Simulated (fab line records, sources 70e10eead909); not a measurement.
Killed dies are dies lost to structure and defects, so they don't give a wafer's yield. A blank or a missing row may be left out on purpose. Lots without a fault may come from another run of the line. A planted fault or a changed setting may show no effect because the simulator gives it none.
fab line records | flow nand_harc | part 1 of 2: steps 1 to 4 of 6
record lots=24 wafers=72 last_day=33
route steps=1302 shown P_GATE@187 P_CONTACT@234 P_M0@265
lots that met no fault: from a run of the same line without faults
start_h: hours from the record's first day to the start of the lot's first wafer shown | wait_h: hours since the lot's step before | " the same as in the row above | L1.1+2: a row that stands for several wafers | - no value, or no start given | * or withheld: withheld | < > ~ a bound
route shown NAME@n: a module of which the file shows steps, and the number in the route of the first | usual: mean/standard deviation of fault-free wafers | same: alike in all rows | chamber/n: place in a boat | sites: the reading at each site | _std_site: their standard deviation | _edge_site: outer sites' mean less inner sites' | radius_mm: how far each site lies from the wafer's centre | mask NAME#n: copy n | behind: the tool/chamber that last shaped the wafer | hold: why the lot was held/for how many hours/how that ended | device: the transistor (n, p or np) that didn't switch | end of line: the same wafers' tests at the end of the route | a step without rows: its recipe alone | killed: dies lost to structure and defects at the first sort, not the wafer's yield | map: a wafer's dies, x killed, . not, _ none there
set.NAME: the setting as run; set.NAME@STEP: as run at that earlier step | model.NAME: the simulator's own value behind a step, which no gauge read
steps of the route over a sample of lots; a table a step, a row a wafer
services: from which hour (start_h, from the record's first day; less than 0 if before it) a tool's chamber was out of use, for how many hours, and why
## steps
# step NHARC_P_GATE_DESCUM_61
# recipe time_s=3 o2_flow_sccm=200 ar_flow_sccm=0 bias_power_w=0 chemistry=O2
# usual drypump_motor_current_A=5.6/0.36 oes_product_au=0.998/0.012 rf_vpp_V=57.8/0.89 showerhead_plenum_p_Torr=1.93/0.067 throttle_valve_pct=11.311/0.0094
# columns lot.wafer tool chamber start_h wait_h drypump_motor_current_A oes_product_au rf_hours_counter_h rf_vpp_V showerhead_plenum_p_Torr throttle_valve_pct
L074.4 rie_diel-08 0 114.11 - 5.4 1.002 7.6 57.5 1.78 11.319
L074.1 " 1 " " 6.2 1.005 8.3 58.3 1.93 11.303
L074.6 " 2 " " 4.6 1.020 - 57.5 1.83 11.330
L075.1 rie_diel-08 3 118.37 - 5.7 0.998 2.2 57.8 1.91 11.280
L075.2 " 2 " " 4.6 1.017 7.7 57.6 1.83 11.295
L075.5 " 0 " " 5.5 0.992 - 55.9 1.78 11.314
L076.2 rie_diel-04 3 128.19 - 5.8 0.996 4.8 58.4 1.98 11.301
L076.6 " 3 " " 5.8 0.993 - 57.1 1.98 11.326
L076.5 " 0 " " 5.1 1.022 - 60.1 1.99 11.303
L077.3 rie_diel-04 3 141.46 - 5.8 0.988 5.8 57.5 1.98 11.293
L077.2 " 0 " " 5.1 1.003 6.0 57.8 1.99 11.320
L077.6 " 0 " " 5.1 1.017 - 57.0 1.99 11.336
L078.1 rie_diel-04 3 153.19 - 5.8 0.991 6.7 57.6 1.98 11.312
L078.3 " 0 " " 5.1 1.007 6.9 58.3 1.99 11.307
L078.6 " 3 " " 5.8 0.993 - 58.8 1.98 11.293
L079.2 rie_diel-04 3 156.95 - 5.8 0.994 6.7 58.2 1.98 11.311
L079.1 " 0 " " 5.1 1.005 6.9 58.4 1.99 11.320
L079.6 " 3 " " 5.8 0.997 - 57.9 1.98 11.316
L080.3 rie_diel-11 1 169.28 - 6.0 0.989 3.3 58.0 1.90 11.317
L080.4 " 2 " " 5.9 0.980 3.5 58.8 1.91 11.325
L080.2 " 0 " " 6.1 0.996 3.1 57.6 1.86 11.299
L081.3 rie_diel-11 3 185.18 - 5.4 1.007 5.0 58.0 2.03 11.316
L081.4 " 0 " " 6.1 1.003 5.1 57.1 1.86 11.310
L081.2 " 2 " " 5.8 0.984 5.0 58.0 1.91 11.297
L082.3 rie_diel-11 3 192.43 - 5.3 1.003 5.5 57.3 2.03 11.316
L082.5 " 1 " " 6.0 1.000 - 56.8 1.89 11.319
L082.6 " 2 " " 5.8 0.988 - 56.4 1.91 11.319
L083.4 rie_diel-11 3 201.53 - 5.4 0.995 5.7 59.6 2.03 11.325
L083.1 " 1 " " 6.0 0.992 6.3 56.8 1.89 11.304
L083.2 " 2 " " 5.8 0.998 6.2 57.7 1.91 11.309
L084.1 rie_diel-08 3 214.46 - 5.7 0.999 1.1 56.0 1.91 11.305
L084.3 " 0 " " 5.5 0.992 - 55.1 1.78 11.323
L084.5 " 3 " " 5.7 1.007 - 56.7 1.91 11.317
L085.3 rie_diel-04 2 219.18 - 5.4 1.025 0.6 58.7 1.88 11.305
L085.2 " 0 " " 5.1 0.994 1.5 57.0 1.99 11.307
L085.1 " 1 " " 5.7 1.000 0.9 58.1 1.98 11.310
L086.2 rie_diel-11 3 228.31 - 5.4 0.994 7.0 58.3 2.03 11.303
L086.1 " 0 " " 6.1 0.989 6.8 57.4 1.86 11.306
L086.6 " 3 " " 5.3 0.996 - 58.3 2.03 11.310
L088.4 rie_diel-11 3 258.14 - 5.3 1.000 8.8 58.7 2.03 11.314
L088.3 " 0 " " 6.1 0.988 8.2 58.2 1.85 11.312
L088.6 " 3 " " 5.4 0.994 - 57.5 2.03 11.308
L087.2 rie_diel-11 2 260.48 - 5.8 0.983 9.8 57.6 1.91 11.310
L087.1 " 1 " " 6.1 0.994 9.0 59.9 1.89 11.305
L087.6 " 2 " " 5.8 0.979 - 57.6 1.91 11.316
L089.2 rie_diel-08 1 261.38 - 6.3 0.991 4.0 56.9 1.93 11.318
L089.4 " 2 " " 4.6 1.011 2.4 56.7 1.83 11.314
L089.3 " 3 " " 5.7 1.000 3.9 57.8 1.91 11.309
L090.2 rie_diel-11 3 270.07 - 5.4 1.001 9.8 57.5 2.03 11.305
L090.6 " 2 " " 5.8 1.001 - 57.4 1.91 11.308
L090.5 " 3 " " 5.4 1.003 - 58.7 2.03 11.324
L091.2 rie_diel-04 1 281.94 - 5.8 1.003 6.8 58.2 1.98 11.306
L091.4 " 2 " " 5.4 1.034 5.8 59.7 1.88 11.312
L091.5 " 1 " " 5.7 1.001 - 57.8 1.98 11.288
L092.4 rie_diel-04 0 290.43 - 5.1 1.014 7.0 58.9 1.99 11.308
L092.6 " 2 " " 5.5 1.023 - 59.1 1.87 11.306
L092.5 " 3 " " 5.8 0.995 - 58.7 1.98 11.309
L094.2 rie_diel-04 0 311.94 - 5.1 1.005 8.3 57.8 1.99 11.314
L094.4 " 2 " " 5.5 1.003 7.7 58.2 1.87 11.306
L094.5 " 0 " " 5.1 1.012 - 58.4 1.99 11.315
L093.2 rie_diel-04 0 312.43 - 5.1 0.998 8.3 58.4 1.99 11.308
L093.4 " 1 " " 5.7 0.997 8.6 57.6 1.98 11.318
L093.6 " 3 " " 5.8 0.980 - 56.6 1.98 11.322
L095.1 rie_diel-04 3 317.12 - 5.8 0.977 5.7 58.7 1.98 11.321
L095.2 " 0 " " 5.1 1.003 9.2 58.0 1.99 11.320
L095.5 " 0 " " 5.1 1.007 - 59.5 1.99 11.303
L097.2 rie_diel-04 3 336.64 - 5.8 0.979 6.9 57.3 1.98 11.303
L097.3 " 1 " " 5.7 1.014 10.2 57.7 1.98 11.306
L097.1 " 2 " " 5.4 1.020 9.0 56.6 1.87 11.297
L096.3 rie_diel-11 2 337.20 - 5.8 0.997 3.8 58.0 1.91 11.310
L096.6 " 2 " " 5.8 0.992 - 58.6 1.91 11.323
L096.5 " 3 " " 5.3 0.986 - 57.9 2.03 11.311
# step NHARC_P_CONTACT_INSPECT_14
# usual raw_defect_count=4.0/2.1
# columns lot.wafer tool chamber start_h wait_h raw_defect_count
L074.1 defect_inspect-02 - 120.47 0.1 6
L074.4 " - " " 4
L074.6 " - " " 7
L075.1 defect_inspect-01 - 124.74 0.0 2
L075.2 " - " " 6
L075.5 " - " " 3
L076.2 defect_inspect-02 - 134.44 0.0 6
L076.5 " - " " 3
L076.6 " - " " 4
L077.2 defect_inspect-02 - 148.00 0.0 2
L077.3 " - " " 8
L077.6 " - " " 3
L078.1 defect_inspect-02 - 159.42 0.0 1
L078.3 " - " " 2
L078.6 " - " " 4
L079.1 defect_inspect-01 - 163.56 0.0 3
L079.2 " - " " 3
L079.6 " - " " 2
L080.2 defect_inspect-01 - 175.83 0.0 4
L080.3 " - " " 3
L080.4 " - " " 5
L081.2 defect_inspect-01 - 191.43 0.0 5
L081.3 " - " " 3
L081.4 " - " " 2
L082.3 defect_inspect-02 - 198.69 0.0 4
L082.5 " - " " 5
L082.6 " - " " 3
L083.1 defect_inspect-02 - 207.74 0.0 2
L083.2 " - " " 4
L083.4 " - " " 3
L084.1 defect_inspect-01 - 221.45 0.0 2
L084.3 " - " " 9
L084.5 " - " " 5
L085.1 defect_inspect-02 - 225.57 0.0 10
L085.2 " - " " 4
L085.3 " - " " 6
L086.1 defect_inspect-02 - 234.67 0.0 4
L086.2 " - " " 5
L086.6 " - " " 3
L088.3 defect_inspect-01 - 264.41 0.0 3
L088.4 " - " " 4
L088.6 " - " " 1
L087.1 defect_inspect-01 - 267.15 0.0 6
L087.2 " - " " 3
L087.6 " - " " 3
L089.2 defect_inspect-02 - 267.61 0.0 6
L089.3 " - " " 4
L089.4 " - " " 1
L090.2 defect_inspect-01 - 276.15 0.0 2
L090.5 " - " " 4
L090.6 " - " " 2
L091.2 defect_inspect-01 - 288.55 0.0 4
L091.4 " - " " 3
L091.5 " - " " 2
L092.4 defect_inspect-01 - 296.69 0.0 2
L092.5 " - " " 4
L092.6 " - " " 3
L094.2 defect_inspect-02 - 318.32 0.0 6
L094.4 " - " " 3
L094.5 " - " " 3
L093.2 defect_inspect-02 - 318.86 0.0 3
L093.4 " - " " 7
L093.6 " - " " 3
L095.1 defect_inspect-01 - 323.47 0.0 3
L095.2 " - " " 2
L095.5 " - " " 4
L097.1 defect_inspect-02 - 342.83 0.0 9
L097.2 " - " " 5
L097.3 " - " " 4
L096.3 defect_inspect-01 - 343.56 0.0 4
L096.5 " - " " 8
L096.6 " - " " 6
# step NHARC_P_CONTACT_STRIP_28
# recipe o2_flow_sccm=500 ar_flow_sccm=0 bias_w=0 chemistry=O2
# usual drypump_motor_current_A=5.8/0.45 oes_product_au=1.003/0.013 rf_vpp_V=57.9/0.94 showerhead_plenum_p_Torr=3.56/0.18 throttle_valve_pct=17.035/0.0094
# columns lot.wafer tool chamber start_h wait_h drypump_motor_current_A oes_product_au rf_hours_counter_h rf_vpp_V showerhead_plenum_p_Torr throttle_valve_pct
L074.4 rie_diel-05 3 121.50 0.1 5.3 0.999 2.7 57.3 3.35 17.039
L074.1 " 0 " " 6.4 1.012 3.1 57.6 3.60 17.036
L074.6 " 1 " " 5.1 1.007 - 57.5 3.67 17.039
L075.1 rie_diel-05 2 125.85 0.1 5.8 0.993 2.9 56.4 3.30 17.036
L075.2 " 0 " " 6.3 0.999 3.1 59.0 3.60 17.039
L075.5 " 1 " " 5.1 1.005 - 57.2 3.67 17.048
L076.2 rie_diel-05 2 135.46 0.1 5.8 0.995 2.9 58.0 3.30 17.016
L076.5 " 1 " " 5.1 1.008 - 57.7 3.67 17.011
L076.6 " 2 " " 5.8 0.996 - 56.3 3.30 17.032
L077.2 rie_diel-05 1 149.01 0.1 5.1 1.004 4.5 59.4 3.67 17.027
L077.3 " 2 " " 5.7 0.992 4.1 56.2 3.30 17.029
L077.6 " 3 " " 5.3 1.014 - 55.8 3.35 17.033
L078.3 rie_diel-10 3 160.44 0.1 6.2 1.021 3.1 58.8 3.78 17.024
L078.1 " 1 " " 6.5 1.021 3.6 58.7 3.57 17.042
L078.6 " 2 " " 5.9 1.015 - 58.7 3.62 17.018
L079.1 rie_diel-10 1 164.58 0.1 6.5 1.008 3.6 58.7 3.57 17.038
L079.2 " 2 " " 5.8 1.003 3.4 57.7 3.62 17.057
L079.6 " 0 " " 5.7 1.006 - 56.6 3.33 17.032
L080.2 rie_diel-05 2 176.85 0.1 5.8 0.986 5.3 58.9 3.30 17.022
L080.4 " 2 " " 5.8 0.979 - 57.7 3.30 17.030
L080.3 " 1 " " 5.1 1.002 - 59.1 3.67 17.024
L081.4 rie_diel-12 0 192.44 0.1 4.9 1.008 2.1 57.8 3.78 17.014
L081.3 " 2 " " 5.4 1.020 2.3 58.7 3.74 17.037
L081.2 " 3 " " 5.7 1.012 2.1 59.4 3.75 17.025
L082.3 rie_diel-10 2 199.74 0.1 5.8 1.015 4.2 58.6 3.62 17.047
L082.5 " 3 " " 6.3 1.014 - 57.6 3.78 17.028
L082.6 " 0 " " 5.7 1.015 - 56.6 3.33 17.038
L083.4 rie_diel-10 1 209.12 0.1 6.5 1.000 4.5 59.1 3.57 17.035
L083.1 " 3 " " 6.2 1.006 4.3 57.6 3.78 17.023
L083.2 " 0 " " 5.7 1.019 3.9 56.5 3.33 17.048
L084.1 rie_diel-10 0 222.49 0.1 5.7 1.012 4.0 57.4 3.33 17.023
L084.3 " 1 " " 6.4 1.020 4.6 57.6 3.57 17.030
L084.5 " 3 " " 6.2 1.008 - 58.5 3.78 17.035
L085.2 rie_diel-05 2 226.58 0.1 5.7 1.009 9.1 58.8 3.30 17.028
L085.1 " 3 " " 5.3 1.007 8.7 57.4 3.35 17.035
L085.3 " 1 " " 5.1 1.007 8.8 58.2 3.67 17.063
L086.2 rie_diel-10 3 235.71 0.1 6.2 1.010 4.8 58.8 3.78 17.020
L086.1 " 0 " " 5.7 1.008 4.3 58.5 3.33 17.037
L086.6 " 0 " " 5.7 1.015 - 55.6 3.33 17.031
L088.3 rie_diel-05 2 265.41 0.1 5.7 1.000 0.6 55.7 3.30 17.030
L088.4 " 1 " " 5.1 0.998 0.6 58.6 3.67 17.042
L088.6 " 3 " " 5.3 0.992 - 56.8 3.35 17.029
L087.2 rie_diel-10 2 268.17 0.1 5.8 1.019 0.8 58.6 3.62 17.030
L087.1 " 0 " " 5.7 0.975 1.0 56.5 3.33 17.037
L087.6 " 1 " " 6.5 1.022 - 57.0 3.57 17.023
L089.3 rie_diel-10 0 268.63 0.1 5.7 0.985 1.0 57.4 3.33 17.034
L089.2 " 1 " " 6.5 1.008 0.9 57.4 3.57 17.024
L089.4 " 2 " " 5.8 1.019 0.8 57.1 3.62 17.027
L090.2 rie_diel-10 3 277.17 0.1 6.2 0.998 1.1 57.1 3.78 17.028
L090.6 " 2 " " 5.8 1.018 - 58.9 3.62 17.035
L090.5 " 3 " " 6.3 1.001 - 58.5 3.78 17.061
L091.4 rie_diel-10 0 289.57 0.1 5.7 0.988 1.4 56.9 3.33 17.034
L091.2 " 2 " " 5.8 1.024 1.2 57.9 3.62 17.045
L091.5 " 0 " " 5.7 0.989 - 57.5 3.33 17.033
L092.4 rie_diel-12 0 297.90 0.1 4.9 0.982 - 58.6 3.78 17.046
L092.6 " 2 " " 5.4 1.012 - 56.9 3.74 17.031
L092.5 " 3 " " 5.7 0.975 - 58.1 3.75 17.036
L094.4 rie_diel-10 2 319.36 0.1 5.8 1.010 2.2 58.7 3.61 17.054
L094.2 " 3 " " 6.2 0.995 2.4 56.6 3.78 17.036
L094.5 " 0 " " 5.6 0.986 - 57.5 3.33 17.038
L093.4 rie_diel-10 2 319.86 0.1 5.8 0.991 2.2 57.4 3.61 17.016
L093.2 " 0 " " 5.7 0.977 2.1 56.8 3.33 17.018
L093.6 " 2 " " 5.9 1.001 - 58.0 3.61 17.023
L095.2 rie_diel-10 1 324.50 0.1 6.5 1.003 2.8 58.3 3.57 17.041
L095.1 " 2 " " 5.9 0.995 2.5 58.5 3.61 17.039
L095.5 " 0 " " 5.7 0.972 - 57.6 3.33 17.037
L097.2 rie_diel-05 2 343.84 0.1 5.7 1.008 5.5 57.0 3.30 17.047
L097.1 " 0 " " 6.4 1.012 4.9 58.0 3.59 17.025
L097.3 " 1 " " 5.1 1.008 5.4 58.0 3.66 17.037
L096.3 rie_diel-12 2 344.60 0.1 5.4 1.021 2.2 59.3 3.74 17.028
L096.5 " 0 " " 4.9 0.988 - 58.3 3.77 17.035
L096.6 " 1 " " 6.1 0.999 - 60.0 3.70 17.032
# step NHARC_P_CONTACT_CMP_24
# recipe t_overpolish_s=30 target_thk_nm=200
# usual motor_current_A=12.5/0.89 overpolish_run_s=30.000/0.0096 slurry_filter_dp_kPa=13.50/0.13 slurry_flow_ml_min=149.9/0.5 time_to_endpoint_s=39/3.9
# columns lot.wafer tool chamber start_h wait_h motor_current_A overpolish_run_s slurry_filter_dp_kPa slurry_flow_ml_min time_to_endpoint_s
L074.4 cmp-01 2 123.24 0.3 13.5 30.009 13.47 150.5 42
L074.1 " 0 " " 12.4 30.001 13.58 149.2 40
L074.6 " 1 " " 13.7 29.998 13.66 149.9 44
L075.1 cmp-02 1 127.63 0.6 12.8 30.016 13.49 149.8 38
L075.2 " 2 " " 12.3 30.010 13.15 149.0 41
L075.5 " 0 " " 11.4 29.998 13.52 149.8 40
L076.2 cmp-01 2 137.23 0.6 12.4 29.995 13.46 150.1 43
L076.5 " 1 " " 13.9 30.010 13.36 149.7 48
L076.6 " 2 " " 13.1 30.004 13.46 149.6 43
L077.2 cmp-02 0 150.83 0.6 11.7 29.991 13.42 149.5 37
L077.3 " 2 " " 11.5 30.001 13.20 149.7 34
L077.6 " 3 " " 13.6 29.999 13.38 150.4 36
L078.1 cmp-02 2 162.16 0.5 11.9 29.989 13.49 150.4 36
L078.3 " 0 " " 12.3 30.007 13.45 150.5 35
L078.6 " 3 " " 13.2 29.998 13.74 149.7 34
L079.1 cmp-02 2 166.33 0.5 11.9 29.998 13.40 150.6 35
L079.2 " 3 " " 13.5 30.002 13.35 150.2 34
L079.6 " 3 " " 13.5 29.998 13.68 149.9 35
L080.3 cmp-01 0 178.80 0.4 13.0 30.009 13.63 149.5 45
L080.4 " 1 " " 13.9 30.025 13.73 150.0 48
L080.2 " 2 " " 12.4 30.012 13.41 149.8 46
L081.4 cmp-01 3 194.18 0.4 11.5 30.005 13.64 149.6 38
L081.2 " 0 " " 13.1 29.991 13.39 150.3 41
L081.3 " 1 " " 13.0 30.011 13.58 149.8 43
L082.3 cmp-01 0 201.51 0.3 12.8 29.986 13.39 150.4 41
L082.6 " 3 " " 12.3 30.005 13.21 150.1 38
L082.5 " 0 " " 13.1 30.002 13.59 150.7 39
L083.4 cmp-01 3 210.85 0.3 11.9 30.007 13.42 150.9 40
L083.1 " 1 " " 13.2 29.988 13.39 150.3 44
L083.2 " 2 " " 12.5 29.995 13.43 149.6 40
L084.1 cmp-04 0 224.25 0.5 11.3 29.994 13.61 149.6 45
L084.3 " 2 " " 13.6 30.007 13.46 150.0 39
L084.5 " 1 " " 12.0 29.999 13.74 150.0 40
L085.1 cmp-01 3 228.34 0.6 10.9 30.014 13.58 150.2 36
L085.2 " 0 " " 13.7 29.999 13.42 150.1 40
L085.3 " 1 " " 13.3 30.011 13.19 149.9 44
L086.2 cmp-04 0 237.47 0.5 11.4 30.004 13.48 149.2 43
L086.1 " 1 " " 12.1 30.008 13.58 148.9 36
L086.6 " 0 " " 11.4 30.008 13.33 149.0 43
L088.4 cmp-01 0 267.22 0.4 13.3 30.008 13.41 150.5 42
L088.3 " 1 " " 13.1 29.991 13.59 150.8 46
L088.6 " 3 " " 11.6 30.007 13.48 148.9 38
L087.2 cmp-04 2 269.91 0.5 12.2 30.005 13.44 149.6 40
L087.1 " 3 " " 13.9 30.012 13.43 150.6 39
L087.6 " 2 " " 13.3 29.995 13.49 149.6 38
L089.2 cmp-02 1 270.90 0.8 12.3 29.998 13.21 150.3 34
L089.3 " 2 " " 12.1 29.994 13.39 150.0 34
L089.4 " 3 " " 12.6 29.993 13.65 149.4 35
L090.2 cmp-04 0 278.89 0.6 12.0 30.002 13.41 149.6 42
L090.5 " 0 " " 11.2 30.004 13.46 151.0 43
L090.6 " 1 " " 12.0 30.009 13.64 149.7 37
L091.2 cmp-01 0 291.33 0.6 12.8 30.010 13.48 149.9 43
L091.4 " 1 " " 12.9 30.014 13.77 150.2 45
L091.5 " 3 " " 11.8 29.998 13.82 150.3 39
L092.4 cmp-02 1 299.65 0.3 12.7 30.000 13.51 150.8 40
L092.6 " 3 " " 13.1 30.003 13.72 150.3 40
L092.5 " 0 " " 11.4 29.998 13.49 150.0 35
L094.2 cmp-02 1 321.12 0.6 12.3 30.001 13.38 149.7 31
L094.4 " 3 " " 13.7 29.997 13.53 149.3 32
L094.5 " 2 " " 12.2 30.002 13.70 149.0 32
L093.4 cmp-04 0 321.65 0.4 11.2 29.979 13.52 149.6 44
L093.2 " 2 " " 12.7 29.988 13.42 149.9 39
L093.6 " 1 " " 11.9 29.975 13.43 149.7 37
L095.1 cmp-01 0 326.21 0.5 12.8 30.006 13.59 149.7 42
L095.2 " 2 " " 11.9 30.022 13.27 149.1 43
L095.5 " 3 " " 11.8 29.991 13.57 150.0 40
L097.2 cmp-04 1 345.57 0.5 12.1 29.981 13.51 149.4 38
L097.1 " 2 " " 12.5 30.009 13.63 150.0 38
L097.3 " 0 " " 12.8 30.000 13.54 149.7 43
L096.3 cmp-04 3 346.41 0.5 14.9 30.005 13.37 149.7 35
L096.6 " 0 " " 12.2 29.993 13.58 150.6 47
L096.5 " 1 " " 11.6 30.010 13.55 149.4 37
